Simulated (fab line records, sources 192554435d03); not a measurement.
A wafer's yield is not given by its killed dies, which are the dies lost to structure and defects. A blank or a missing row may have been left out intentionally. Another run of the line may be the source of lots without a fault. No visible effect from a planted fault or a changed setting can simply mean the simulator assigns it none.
Chamber matching + flow n5-finfet + N5_WELL_APT_DESCUM_30 on rie-diel-06 has 4 sister chambers
The step chemistry O2, time 7.9 s. 4 wafers are shown with their chamber, then 9 later ones without.

## WAFERS, EACH WITH ITS CHAMBER
| wafer  | chamber | drypump-motor-current-A (A) |
|--------|---------|-----------------------------|
| L083.5 | 1       | 5.6                         |
| L090.3 | 0       | 4.8                         |
| L090.4 | 2       | 6.4                         |
| L090.6 | 3       | 5.7                         |

## WAFERS WHOSE CHAMBER IS MISSING
| wafer  | drypump-motor-current-A (A) |
|--------|-----------------------------|
| L092.1 | 6.4                         |
| L092.4 | 4.8                         |
| L092.6 | 5.5                         |
| L094.2 | 5.5                         |
| L094.3 | 6.4                         |
| L094.6 | 5.7                         |
| L095.1 | 5.5                         |
| L095.3 | 5.7                         |
| L095.5 | 5.6                         |

## EACH ONE'S CHAMBER
| wafer  | from the rows above     | in truth |
|--------|-------------------------|----------|
| L092.1 | 2                       | 2        |
| L092.4 | 0                       | 0        |
| L092.6 | can't be placed: 1 or 3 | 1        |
| L094.2 | can't be placed: 1 or 3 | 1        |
| L094.3 | 2                       | 2        |
| L094.6 | can't be placed: 3 or 1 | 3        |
| L095.1 | can't be placed: 1 or 3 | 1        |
| L095.3 | can't be placed: 3 or 1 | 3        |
| L095.5 | can't be placed: 1 or 3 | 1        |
Correct placement for 3 of the 9. Can't be placed from these rows: 6 (the true chamber is among the candidates in 6). 0 placed wrongly.
How it was worked out, from the rows above alone: a wafer's distance from a chamber is the root of the sum, over the readings, of the square of ((its reading less the chamber's mean) divided by the reading's scatter). If the next closest chamber is less than 2 further off than the closest, the wafer can't be placed; otherwise it belongs to the closest. Each chamber's mean is taken over the wafers shown for it. The scatter (one wafer shown for each chamber): square how far every hidden wafer sits from the nearest shown wafer, average those squares and take the square root.
